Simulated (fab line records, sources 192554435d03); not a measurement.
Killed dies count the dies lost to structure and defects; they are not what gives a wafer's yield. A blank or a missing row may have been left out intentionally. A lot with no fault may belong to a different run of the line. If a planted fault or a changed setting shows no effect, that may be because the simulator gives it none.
Chamber matching / flow n5-finfet / 4 sister chambers for N5_DUMMY_GATE_STRIP_41 on rie-diel-03
The step strips in O2. 8 wafers are shown with their chamber, then 7 later ones without.

## WAFERS PAIRED WITH THEIR CHAMBERS
wafer=L077.2; chamber=2; showerhead-plenum-p-Torr (Torr)=2.08; drypump-motor-current-A (A)=5.7
wafer=L077.4; chamber=3; showerhead-plenum-p-Torr (Torr)=2.16; drypump-motor-current-A (A)=5.7
wafer=L077.5; chamber=1; showerhead-plenum-p-Torr (Torr)=2.14; drypump-motor-current-A (A)=5.2
wafer=L084.2; chamber=2; showerhead-plenum-p-Torr (Torr)=2.07; drypump-motor-current-A (A)=5.7
wafer=L084.5; chamber=1; showerhead-plenum-p-Torr (Torr)=2.14; drypump-motor-current-A (A)=5.2
wafer=L084.6; chamber=0; showerhead-plenum-p-Torr (Torr)=2.02; drypump-motor-current-A (A)=5.4
wafer=L085.1; chamber=0; showerhead-plenum-p-Torr (Torr)=2.02; drypump-motor-current-A (A)=5.5
wafer=L085.2; chamber=3; showerhead-plenum-p-Torr (Torr)=2.16; drypump-motor-current-A (A)=5.6

## WAFERS WHOSE CHAMBER IS MISSING
wafer=L085.3; showerhead-plenum-p-Torr (Torr)=2.14; drypump-motor-current-A (A)=5.2
wafer=L085.4; showerhead-plenum-p-Torr (Torr)=2.07; drypump-motor-current-A (A)=5.7
wafer=L085.5; showerhead-plenum-p-Torr (Torr)=2.07; drypump-motor-current-A (A)=5.7
wafer=L085.6; showerhead-plenum-p-Torr (Torr)=2.14; drypump-motor-current-A (A)=5.2
wafer=L092.1; showerhead-plenum-p-Torr (Torr)=2.07; drypump-motor-current-A (A)=5.7
wafer=L092.3; showerhead-plenum-p-Torr (Torr)=2.15; drypump-motor-current-A (A)=5.7
wafer=L092.5; showerhead-plenum-p-Torr (Torr)=2.01; drypump-motor-current-A (A)=5.5

## THE CHAMBER EACH PASSED THROUGH
wafer=L085.3; from the rows above=1; in truth=1
wafer=L085.4; from the rows above=2; in truth=2
wafer=L085.5; from the rows above=2; in truth=2
wafer=L085.6; from the rows above=1; in truth=1
wafer=L092.1; from the rows above=2; in truth=2
wafer=L092.3; from the rows above=3; in truth=3
wafer=L092.5; from the rows above=0; in truth=0
Correctly placed: 7 of 7. From these rows, 0 cannot be placed. 0 placed wrongly.
How it was worked out, from the rows above alone: a wafer's distance from a chamber is the root of the sum, over the readings, of the square of ((its reading less the chamber's mean) divided by the reading's scatter). The wafer belongs to the nearest chamber; if the next one is less than 2 further off, it can't be placed. Each chamber's mean is taken over the wafers shown for it. The scatter: the root of (the sum of the squares of (reading less its chamber's mean) over the shown wafers, divided by (wafers less chambers)).
